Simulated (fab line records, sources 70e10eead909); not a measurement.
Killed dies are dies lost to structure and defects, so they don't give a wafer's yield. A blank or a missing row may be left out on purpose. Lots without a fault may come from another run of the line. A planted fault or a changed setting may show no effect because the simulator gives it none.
One fault seen from 2 desks | flow nand_harc | each desk has only its own numbers; what lay behind them comes last

THE METROLOGY DESK
What the gauges read, lot by lot, whatever tool the lot ran on: means of the sampled wafers that have a number. A lot is out of limits, marked OUT, if its mean lies more than 4 standard deviations from the usual mean; the brackets give that distance.
Columns: A = thk_nm at NHARC_A_SOURCE_PLATE_THK_MEAS_09, usual 9.7 nm; B = thk_nm at NHARC_A_SOURCE_PLATE_THK_MEAS_06, usual 199.2 nm; C = thk_nm at NHARC_A_ONON_D1_THK_MEAS_05, usual 1000 nm; D = thk_nm at NHARC_A_ONON_D1_THK_MEAS_08, usual 999 nm
lot  | first seen here | A    | B     | C    | D
L380 | day 7 06:28     | 10.0 | 198.7 | 1022 | 995
L381 | day 7 12:07     | 9.6  | 197.5 | 1010 | 1014
L382 | day 7 23:07     | 9.7  | 197.2 | 992  | 993
L385 | day 9 12:37     | 8.4  | 201.4 | 988  | 999
L386 | day 9 12:37     | 8.7  | 199.8 | 1005 | 1004
L387 | day 10 10:32    | 10.1 | 200.0 | 980  | 986
L388 | day 10 18:08    | 9.1  | 197.0 | 998  | 996
L390 | day 11 06:02    | 9.9  | 199.0 | 1003 | 984
L391 | day 11 22:12    | 9.5  | 199.4 | 996  | 988
L393 | day 12 07:58    | 10.0 | 198.6 | 993  | 1014
L395 | day 13 13:17    | 10.1 | 203.4 | 995  | 988
L397 | day 14 11:38    | 10.3 | 203.2 | 987  | 1138 (+14) OUT
L400 | day 15 19:17    | 9.4  | 198.7 | 1001 | 1285 (+29) OUT
L403 | day 16 13:48    | 10.1 | 201.0 | 1011 | 995
This desk's finding: out of limits on L397, L400; first on L397, day 15 04:29 (thk_nm at NHARC_A_ONON_D1_THK_MEAS_08). In limits: L380, L381, L382, L385, L386, L387, L388, L390, L391, L393, L395, L403.

THE TOOL OWNER'S DESK: pecvd_onon-03
The tool's own readings at NHARC_A_ONON_D1_DEP_06 (target thk 1000 nm): means of the sampled wafers that have a number, for each lot that ran on this tool. A lot is out of limits, marked OUT, if its mean lies more than 4 standard deviations from the usual mean; the brackets give that distance.
Columns: A = n2o_flow_sccm at NHARC_A_ONON_D1_DEP_06, usual 2000 sccm
lot  | first seen here | A
L382 | day 8 12:51     | 2000
L395 | day 14 04:07    | 1994
L397 | day 15 03:58    | 1993
L400 | day 16 10:19    | 2000
This desk's finding: nothing out of limits on any of the 4 lots.

PUT TOGETHER
The metrology desk could have raised an alarm at day 15 04:29, on L397, L400.
The tool owner's desk saw nothing out of limits.
The tool owner's desk has L397, L400 on record, within its limits.
Of the lots named, all ran NHARC_A_ONON_D1_DEP_06 on pecvd_onon-03.

WHAT THE SIMULATOR HAD PUT IN
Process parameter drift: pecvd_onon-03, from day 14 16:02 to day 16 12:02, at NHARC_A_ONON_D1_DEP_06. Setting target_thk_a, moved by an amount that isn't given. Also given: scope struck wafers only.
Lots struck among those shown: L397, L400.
Hours from the fault's start to each desk's first reading out of limits: the metrology desk, 12.
